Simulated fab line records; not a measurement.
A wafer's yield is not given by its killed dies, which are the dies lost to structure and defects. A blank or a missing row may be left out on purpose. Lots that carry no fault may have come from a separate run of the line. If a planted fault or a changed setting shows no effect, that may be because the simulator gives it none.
Comparing a struck lot with a sound one    flow nandHarc    18 steps out of a route of 1302
Sound: the wafers L258.2, L258.3, L258.4. Struck: wafers L273.2, L273.5, L273.6. Last of all comes the cause.
Order at every step that has rows: each side's tool, ch and its chambers, its first start. Under that, the readings that differ: sound wafers    struck wafers    difference of the means    sigmas: that difference in standard deviations of wafers without a fault.
alike: words and numbers the same on both sides, and readings whose means are apart by under 2 such deviations; not compared: readings that were withheld, readings missing a value for some wafer, numbers with overlapping values and no deviation given by the record, and bounds like >300 which may hide the same value.
Wherever a step has rows on one side only, a row that says differs or no value, or a row with sigmas, the two part there. Non-overlapping numbers with no deviation appear without sigmas and do not part them. A reading that every wafer of one side lacks parts them only if that side has two wafers or more.

first, 2 steps without rows for these wafers: NHARC_A_M1_ETCH_35 (etches the open film in N2/H2, target depth 40 nm, overetch 12 nm, time 43.94 s); NHARC_A_M1_ETCH_15 (etches the open film in C4F8/Ar, target depth 182.5 nm, time 91.2 s).
NHARC_A_M1_CD_MEAS_16:
  sound: cdSem-03 at day 24 01:56; struck: cdSem-02 at day 30 04:28
  alike: cdNm
NHARC_A_M1_STRIP_18: strips in N2/H2.
  sound on rieDiel-10 ch 1,2,3, day 24 02:00; struck on rieDiel-12 ch 0,1, day 30 04:32
  alike: drypumpMotorCurrentA, n2FlowSccm, oesProductAu, rfVppV, showerheadPlenumPTorr, throttleValvePct
  not compared: rfHoursCounterH
NHARC_A_M1_ETCH_28: etches the open film in CF4/N2, target depth 30 nm, time 72.99 s.
  sound on rieDiel-10 ch 0,1,3; struck on rieDiel-12 ch 1,2
reading                       sound              struck             difference  sigmas
rfVppV (V)                    312.1 310.5 310.8  315.5 315.7 317.1  +5.0        +2
showerheadPlenumPTorr (Torr)  2.58 2.44 2.45     2.74 2.74 2.78     +0.26       +2
  alike: drypumpMotorCurrentA, n2FlowSccm, oesProductAu, throttleValvePct
  not compared: rfHoursCounterH
then, 1 step without rows for these wafers: NHARC_A_M1_STRIP_19 (strips in post etch residue remover, time 600 s).
NHARC_A_M1_DEGAS_29: time 60 s.
  sound: pvdSputter-01 at day 24 02:38; struck: pvdSputter-01 at day 30 05:11
  alike: heaterPowerW
then, 4 steps without rows for these wafers: NHARC_A_M1_PRE_CLEAN_30 (time 30 s); NHARC_A_M1_PVD_20 (deposits TaN, target thk 5 nm, time 8.06 s); NHARC_A_M1_PVD_21 (deposits Cu, target thk 30 nm, time 20.49 s); NHARC_A_M1_ECD_22 (material Cu, target thk 400 nm).
NHARC_A_M1_ANNEAL_31: time 90 s.
  sound on rtpAnneal-01 ch 0, day 24 03:26; struck on rtpAnneal-01 ch 0, day 30 05:57
  alike: wafer_temp_C_max
NHARC_A_M1_CMP_23: polishes, t overpolish 20 s, target thk 154.34 nm.
  sound on cmp-04 ch 0,2,3, day 24 03:44; struck on cmp-01 ch 1,2,3, day 30 06:20
  alike: motorCurrentA, timeToEndpointS
  not compared: padLifeWafers
NHARC_A_M1_THK_MEAS_24: measures by xrf.
  sound: filmMetro-02 at day 24 04:02; struck: filmMetro-01 at day 30 06:34
  alike: thkNm
next, for these wafers, 1 step has no rows: NHARC_A_M1_SRD_25.
NHARC_A_M1_INSPECT_27:
  sound: defectInspect-01 at day 24 04:12; struck: defectInspect-02 at day 30 06:43
reading         sound        struck          difference  sigmas
rawDefectCount  470 381 388  1910 2033 2043  +1582       +13
NHARC_A_M1_PRE_CLEAN_32: time 12 s.
  sound on pecvd-01 ch 0,2, day 24 04:17; struck on pecvd-03 ch 1,2, day 30 06:48
  alike: heaterPowerW
NHARC_END_SORT_01:
  sound on prober-01 ch 0, day 26 17:19; struck on prober-01 ch 0, day 31 20:37
reading                 sound           struck          difference  sigmas
defectLimitedYield (%)  92.5 92.8 90.0  12.4 10.2 12.1  -80.2       -36
killedAtArray           44 41 67        593 604 591     +545        +36
killedDies              51 49 68        593 608 595     +543        +36
sort_bin_2_pct (%)      3.5 3.2 3.1     39.9 41.4 42.7  +38.1       +35
sort_bin_3_pct (%)      0.7 0.1 1.2     11.5 8.9 11.5   +10.0       +29
sort_bin_4_pct (%)      3.2 3.8 5.8     36.2 39.6 33.7  +32.2       +25
sortNPass               626 628 609     84 69 82        -543        -36
sortRimYieldPct (%)     80 85 93        9 8 12          -76         -17
sortYieldPct (%)        92.5 92.8 90.0  12.4 10.2 12.1  -80.2       -36
  alike: killedAtOther, killedAtPeriphery, killedOpen, killedShort

## WHERE THEY PART
At NHARC_A_M1_ETCH_28 first; at NHARC_END_SORT_01 last (within this record only).

WHY: what the simulator had put in
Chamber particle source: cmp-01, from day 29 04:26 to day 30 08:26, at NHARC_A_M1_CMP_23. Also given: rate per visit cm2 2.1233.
